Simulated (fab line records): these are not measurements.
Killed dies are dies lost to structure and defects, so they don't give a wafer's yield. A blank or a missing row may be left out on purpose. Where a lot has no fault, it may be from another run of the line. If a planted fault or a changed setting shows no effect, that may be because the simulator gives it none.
The tool behind it: which one? / flow n5 finfet / 10 lots with 29 wafers sampled at 6 steps, on a route of 1938 steps

WHAT THE GAUGES SHOWED, per wafer
N5_BEOL_M3_CD_MEAS_11: target cd 17.05 nm. Usual: 17.10 nm for cd nm, sd 0.26.
lot=L860; measured=day 7 00:52; on=cd sem-01; cd nm (nm)=16.77 17.07; flag=
lot=L861; measured=day 7 12:13; on=cd sem-02; cd nm (nm)=17.07 16.92 17.45; flag=
lot=L862; measured=day 7 12:31; on=cd sem-03; cd nm (nm)=16.89 17.38 17.04; flag=
lot=L863; measured=day 7 13:40; on=cd sem-02; cd nm (nm)=17.41 16.74 16.39; flag=
lot=L865; measured=day 8 05:17; on=cd sem-01; cd nm (nm)=16.94 17.33 17.09; flag=
lot=L870; measured=day 9 08:41; on=cd sem-02; cd nm (nm)=17.17 17.06 16.87; flag=
lot=L871; measured=day 9 10:05; on=cd sem-03; cd nm (nm)=16.62 17.35 17.14; flag=
lot=L872; measured=day 10 10:33; on=cd sem-03; cd nm (nm)=16.84 17.19 16.98; flag=
lot=L879; measured=day 12 01:31; on=cd sem-01; cd nm (nm)=16.75 17.28 17.44; flag=
lot=L883; measured=day 13 15:23; on=cd sem-03; cd nm (nm)=17.41 17.30 17.32; flag=

N5_BEOL_M3_CD_MEAS_28: target cd 25.7 nm, target cd y 23.3 nm. Usual: 25.67 nm for cd nm, sd 0.24.
lot=L860; measured=day 7 02:04; on=cd sem-02; cd nm (nm)=25.77 25.81; flag=
lot=L861; measured=day 7 13:15; on=cd sem-02; cd nm (nm)=25.37 25.38 26.08; flag=
lot=L862; measured=day 7 13:33; on=cd sem-02; cd nm (nm)=25.54 25.37 25.43; flag=
lot=L863; measured=day 7 14:46; on=cd sem-02; cd nm (nm)=25.32 25.41 25.76; flag=
lot=L865; measured=day 8 06:28; on=cd sem-03; cd nm (nm)=25.67 25.65 25.62; flag=
lot=L870; measured=day 9 09:53; on=cd sem-03; cd nm (nm)=26.75 26.81 26.90; flag=OFF
lot=L871; measured=day 9 10:57; on=cd sem-01; cd nm (nm)=26.71 26.49 26.62; flag=OFF
lot=L872; measured=day 10 11:33; on=cd sem-02; cd nm (nm)=25.84 25.92 25.76; flag=
lot=L879; measured=day 12 02:31; on=cd sem-03; cd nm (nm)=25.76 25.90 25.33; flag=
lot=L883; measured=day 13 16:15; on=cd sem-01; cd nm (nm)=25.64 25.70 25.38; flag=

N5_BEOL_M4_RC_MEAS_101. Usual: DIBL_N 36.3 mV/V, standard deviation 2.2; DIBL_P 36.0 mV/V, standard deviation 2.4; IOFF_N 0.16 nA/um, standard deviation 0.042; IOFF_P 0.22 nA/um, standard deviation 0.041; ION_N 672 uA/um, standard deviation 14; ION_P 462 uA/um, standard deviation 7.9; SS_N 71.7 mV/dec, standard deviation 0.76; SS_P 73.3 mV/dec, standard deviation 0.72; VT_N 250 mV, standard deviation 3.6; VT_P -249 mV, standard deviation 3.
lot=L860; measured=day 7 23:23; on=prober-02; DIBL_N (mV/V)=37.2 36.3; DIBL_P (mV/V)=38.0 36.5; IOFF_N (nA/um)=0.19 0.16; IOFF_P (nA/um)=0.24 0.21; ION_N (uA/um)=680 661; ION_P (uA/um)=463 459; SS_N (mV/dec)=72.1 71.8; SS_P (mV/dec)=74.9 73.9; VT_N (mV)=245 253; VT_P (mV)=-252 -251; flag=
lot=L861; measured=day 8 07:45; on=prober-02; DIBL_N (mV/V)=37.1 35.7 38.0; DIBL_P (mV/V)=36.6 36.3 37.9; IOFF_N (nA/um)=0.18 0.15 0.20; IOFF_P (nA/um)=0.24 0.24 0.27; ION_N (uA/um)=673 667 679; ION_P (uA/um)=467 466 463; SS_N (mV/dec)=71.0 71.5 72.0; SS_P (mV/dec)=73.4 73.0 73.9; VT_N (mV)=251 252 244; VT_P (mV)=-249 -246 -244; flag=
lot=L862; measured=day 8 11:30; on=prober-02; DIBL_N (mV/V)=34.8 38.0 36.3; DIBL_P (mV/V)=35.2 37.8 36.1; IOFF_N (nA/um)=0.15 0.21 0.17; IOFF_P (nA/um)=0.20 0.26 0.22; ION_N (uA/um)=679 687 689; ION_P (uA/um)=465 464 465; SS_N (mV/dec)=70.7 72.2 71.3; SS_P (mV/dec)=72.5 74.1 73.2; VT_N (mV)=251 248 249; VT_P (mV)=-251 -249 -251; flag=
lot=L863; measured=day 8 12:30; on=prober-01; DIBL_N (mV/V)=34.9 34.7 34.9; DIBL_P (mV/V)=34.5 34.2 34.7; IOFF_N (nA/um)=0.14 0.14 0.15; IOFF_P (nA/um)=0.20 0.20 0.20; ION_N (uA/um)=668 670 678; ION_P (uA/um)=463 463 467; SS_N (mV/dec)=72.2 71.0 71.4; SS_P (mV/dec)=73.3 73.2 73.4; VT_N (mV)=249 249 247; VT_P (mV)=-248 -250 -246; flag=
lot=L865; measured=day 9 02:52; on=prober-02; DIBL_N (mV/V)=40.6 41.0 41.2; DIBL_P (mV/V)=39.6 40.1 40.5; IOFF_N (nA/um)=0.24 0.25 0.27; IOFF_P (nA/um)=0.30 0.30 0.32; ION_N (uA/um)=690 691 704; ION_P (uA/um)=475 469 477; SS_N (mV/dec)=71.8 72.7 72.2; SS_P (mV/dec)=74.6 74.5 74.6; VT_N (mV)=244 241 241; VT_P (mV)=-245 -244 -246; flag=
lot=L870; measured=day 10 06:27; on=prober-02; DIBL_N (mV/V)=37.8 39.1 39.7; DIBL_P (mV/V)=35.5 38.1 37.4; IOFF_N (nA/um)=0.18 0.20 0.20; IOFF_P (nA/um)=0.22 0.26 0.23; ION_N (uA/um)=675 678 680; ION_P (uA/um)=464 465 461; SS_N (mV/dec)=72.2 72.0 72.5; SS_P (mV/dec)=73.7 73.9 73.3; VT_N (mV)=250 246 249; VT_P (mV)=-248 -249 -248; flag=
lot=L871; measured=day 10 04:07; on=prober-01; DIBL_N (mV/V)=38.3 35.6 37.6; DIBL_P (mV/V)=37.9 33.7 35.8; IOFF_N (nA/um)=0.18 0.14 0.15; IOFF_P (nA/um)=0.26 0.19 0.23; ION_N (uA/um)=672 668 663; ION_P (uA/um)=471 458 464; SS_N (mV/dec)=72.0 71.0 72.1; SS_P (mV/dec)=73.9 72.3 73.1; VT_N (mV)=250 254 253; VT_P (mV)=-249 -252 -248; flag=
lot=L872; measured=day 11 03:26; on=prober-02; DIBL_N (mV/V)=40.4 36.1 36.4; DIBL_P (mV/V)=38.4 35.9 36.5; IOFF_N (nA/um)=0.35 0.17 0.17; IOFF_P (nA/um)=0.28 0.22 0.23; ION_N (uA/um)=682 662 650; ION_P (uA/um)=459 457 448; SS_N (mV/dec)=75.0 71.7 72.5; SS_P (mV/dec)=73.8 73.2 73.4; VT_N (mV)=244 249 250; VT_P (mV)=-248 -250 -252; flag=
lot=L879; measured=day 14 01:11; on=prober-01; DIBL_N (mV/V)=37.3 38.0 33.8; DIBL_P (mV/V)=39.3 39.8 34.4; IOFF_N (nA/um)=0.20 0.21 0.12; IOFF_P (nA/um)=0.30 0.31 0.19; ION_N (uA/um)=689 692 661; ION_P (uA/um)=482 476 460; SS_N (mV/dec)=70.9 72.5 70.5; SS_P (mV/dec)=74.7 74.0 72.2; VT_N (mV)=244 245 252; VT_P (mV)=-241 -244 -249; flag=
lot=L883; measured=day 14 21:55; on=prober-02; DIBL_N (mV/V)=36.6 34.5 33.8; DIBL_P (mV/V)=36.4 35.3 34.7; IOFF_N (nA/um)=0.15 0.13 0.11; IOFF_P (nA/um)=0.18 0.18 0.16; ION_N (uA/um)=655 664 657; ION_P (uA/um)=445 459 453; SS_N (mV/dec)=72.2 70.8 70.8; SS_P (mV/dec)=73.0 72.3 72.7; VT_N (mV)=253 251 255; VT_P (mV)=-253 -255 -252; flag=

EACH LOT AND THE TOOL THAT RAN IT (in order: tool; ch and the chambers of the sampled wafers; start)
lot=L860; N5_BEOL_M2_DEP_57=pecvd-03 ch 0,1, day 6 23:22; N5_BEOL_M3_ILD_DEP_00=pecvd-02 ch 1,2, day 6 23:29; N5_BEOL_M3_EXPOSE_25=euv scanner-02 ch 0, day 7 01:55
lot=L861; N5_BEOL_M2_DEP_57=pecvd-04 ch 0,2, day 7 10:55; N5_BEOL_M3_ILD_DEP_00=pecvd-04 ch 0,1,2, day 7 11:02; N5_BEOL_M3_EXPOSE_25=euv scanner-02 ch 0, day 7 13:06
lot=L862; N5_BEOL_M2_DEP_57=pecvd-04 ch 0,2, day 7 11:09; N5_BEOL_M3_ILD_DEP_00=pecvd-03 ch 1,2, day 7 11:17; N5_BEOL_M3_EXPOSE_25=euv scanner-01 ch 0, day 7 13:25
lot=L863; N5_BEOL_M2_DEP_57=pecvd-04 ch 0,1, day 7 12:59; N5_BEOL_M3_ILD_DEP_00=pecvd-02 ch 0,2, day 7 13:07; N5_BEOL_M3_EXPOSE_25=euv scanner-01 ch 0, day 7 14:37
lot=L865; N5_BEOL_M2_DEP_57=pecvd-01 ch 0,2, day 8 04:28; N5_BEOL_M3_ILD_DEP_00=pecvd-03 ch 0,1,2, day 8 04:35; N5_BEOL_M3_EXPOSE_25=euv scanner-01 ch 0, day 8 06:19
lot=L870; N5_BEOL_M2_DEP_57=pecvd-03 ch 0,1,2, day 9 06:09; N5_BEOL_M3_ILD_DEP_00=pecvd-02 ch 0,1,2, day 9 06:17; N5_BEOL_M3_EXPOSE_25=euv scanner-01 ch 0, day 9 09:46
lot=L871; N5_BEOL_M2_DEP_57=pecvd-04 ch 0,1, day 9 09:02; N5_BEOL_M3_ILD_DEP_00=pecvd-03 ch 1,2, day 9 09:10; N5_BEOL_M3_EXPOSE_25=euv scanner-01 ch 0, day 9 10:49
lot=L872; N5_BEOL_M2_DEP_57=pecvd-04 ch 0,2, day 10 09:04; N5_BEOL_M3_ILD_DEP_00=pecvd-02 ch 0,1, day 10 09:12; N5_BEOL_M3_EXPOSE_25=euv scanner-02 ch 0, day 10 11:24
lot=L879; N5_BEOL_M2_DEP_57=pecvd-01 ch 0,2, day 11 23:56; N5_BEOL_M3_ILD_DEP_00=pecvd-03 ch 0,1,2, day 12 00:04; N5_BEOL_M3_EXPOSE_25=euv scanner-02 ch 0, day 12 02:23
lot=L883; N5_BEOL_M2_DEP_57=pecvd-04 ch 0,1,2, day 13 14:41; N5_BEOL_M3_ILD_DEP_00=pecvd-02 ch 0,1, day 13 14:49; N5_BEOL_M3_EXPOSE_25=euv scanner-02 ch 0, day 13 16:07
- N5_BEOL_M2_DEP_57: deposits SiCN from 3MS/NH3, target thk 8 nm, time 14 s.
- N5_BEOL_M3_ILD_DEP_00: deposits SiOC from DEMS/O2, target thk 79 nm, time 15.3 s.
- N5_BEOL_M3_EXPOSE_25: exposes mask V2, defocus 5 nm.

AS READ BY THE TOOLS THEMSELVES (means over the sampled wafers that have a number; for cases with no such wafer, the mark the record gives instead)
N5_BEOL_M2_DEP_57. Usual: showerhead plenum p Torr 3.668 Torr, standard deviation 0.016; throttle valve pct 9.2 %, standard deviation 0.72.
lot=L860; tool=pecvd-03; showerhead plenum p Torr (Torr)=3.693; throttle valve pct (%)=9.8; flag=
lot=L861; tool=pecvd-04; showerhead plenum p Torr (Torr)=3.660; throttle valve pct (%)=9.8; flag=
lot=L862; tool=pecvd-04; showerhead plenum p Torr (Torr)=3.654; throttle valve pct (%)=9.9; flag=
lot=L863; tool=pecvd-04; showerhead plenum p Torr (Torr)=3.656; throttle valve pct (%)=9.9; flag=
lot=L865; tool=pecvd-01; showerhead plenum p Torr (Torr)=3.662; throttle valve pct (%)=8.6; flag=
lot=L870; tool=pecvd-03; showerhead plenum p Torr (Torr)=3.683; throttle valve pct (%)=9.1; flag=
lot=L871; tool=pecvd-04; showerhead plenum p Torr (Torr)=3.657; throttle valve pct (%)=10.0; flag=
lot=L872; tool=pecvd-04; showerhead plenum p Torr (Torr)=3.669; throttle valve pct (%)=9.4; flag=
lot=L879; tool=pecvd-01; showerhead plenum p Torr (Torr)=3.664; throttle valve pct (%)=9.2; flag=
lot=L883; tool=pecvd-04; showerhead plenum p Torr (Torr)=3.661; throttle valve pct (%)=9.6; flag=

N5_BEOL_M3_ILD_DEP_00. Usual: heater power w 491 W, standard deviation 75; showerhead plenum p Torr 5.701 Torr, standard deviation 0.019; throttle valve pct 12.0 %, standard deviation 0.94.
lot=L860; tool=pecvd-02; heater power w (W)=491; showerhead plenum p Torr (Torr)=5.691; throttle valve pct (%)=12.1; flag=
lot=L861; tool=pecvd-04; heater power w (W)=500; showerhead plenum p Torr (Torr)=5.695; throttle valve pct (%)=12.7; flag=
lot=L862; tool=pecvd-03; heater power w (W)=386; showerhead plenum p Torr (Torr)=5.707; throttle valve pct (%)=11.2; flag=
lot=L863; tool=pecvd-02; heater power w (W)=501; showerhead plenum p Torr (Torr)=5.689; throttle valve pct (%)=11.4; flag=
lot=L865; tool=pecvd-03; heater power w (W)=453; showerhead plenum p Torr (Torr)=5.713; throttle valve pct (%)=12.1; flag=
lot=L870; tool=pecvd-02; heater power w (W)=526; showerhead plenum p Torr (Torr)=5.694; throttle valve pct (%)=11.8; flag=
lot=L871; tool=pecvd-03; heater power w (W)=391; showerhead plenum p Torr (Torr)=5.697; throttle valve pct (%)=11.2; flag=
lot=L872; tool=pecvd-02; heater power w (W)=539; showerhead plenum p Torr (Torr)=5.685; throttle valve pct (%)=11.8; flag=
lot=L879; tool=pecvd-03; heater power w (W)=459; showerhead plenum p Torr (Torr)=5.717; throttle valve pct (%)=12.2; flag=
lot=L883; tool=pecvd-02; heater power w (W)=504; showerhead plenum p Torr (Torr)=5.686; throttle valve pct (%)=12.2; flag=

N5_BEOL_M3_EXPOSE_25. Usual: 62.96 for exposure dose mJ cm2, sd 0.066.
lot=L860; tool=euv scanner-02; exposure dose mJ cm2=63.05; flag=
lot=L861; tool=euv scanner-02; exposure dose mJ cm2=63.06; flag=
lot=L862; tool=euv scanner-01; exposure dose mJ cm2=63.02; flag=
lot=L863; tool=euv scanner-01; exposure dose mJ cm2=62.95; flag=
lot=L865; tool=euv scanner-01; exposure dose mJ cm2=62.90; flag=
lot=L870; tool=euv scanner-01; exposure dose mJ cm2=67.03; flag=OFF
lot=L871; tool=euv scanner-01; exposure dose mJ cm2=66.16; flag=OFF
lot=L872; tool=euv scanner-02; exposure dose mJ cm2=62.95; flag=
lot=L879; tool=euv scanner-02; exposure dose mJ cm2=62.93; flag=
lot=L883; tool=euv scanner-02; exposure dose mJ cm2=63.02; flag=

THE ANSWER, worked out from the rows above alone
Rule: lot off if the mean of its wafers having a number is beyond 3 standard deviations from the usual mean. A lot without any number at a reading at which 4 lots or more have one is off too. Any other lot the step has rows for is counted as sound. Order of review: gauges by route order, followed by the tools' own readings, for which a lot's mean as printed above is used. At the first step where some lot is off, the reading lying furthest off is the one used; lots without a number count as furthest.
Off: L870, L871, at N5_BEOL_M3_CD_MEAS_28 (cd nm).
A tool fits if, at a process step before that reading, it ran every lot that is off, and no sound lot after the first of them. Not tried: the gauges at N5_BEOL_M3_CD_MEAS_28; whatever is off there is also off at N5_BEOL_M3_EXPOSE_25, on other tools, and gauge error can't account for it. One fits: N5_BEOL_M3_EXPOSE_25 on euv scanner-01. Its last sound lot is L865 (day 8 06:19), its first lot that is off L870 (day 9 09:46): a fault that began between those two fits.
On the lots that are off, the tool's own readings at N5_BEOL_M3_EXPOSE_25 differ by more than 5 times the standard deviation of the sound lots' means, which bears it out; exposure dose mJ cm2 reads 66.59 there versus 62.98 on the sound lots.

WHAT THE SIMULATOR HAD INSERTED
Process parameter drift: euv scanner-01, from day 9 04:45 on, at N5_BEOL_M3_EXPOSE_25. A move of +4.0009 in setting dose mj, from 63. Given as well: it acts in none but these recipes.
Lots struck among those shown: L870, L871. The rule given above showed the same thing.
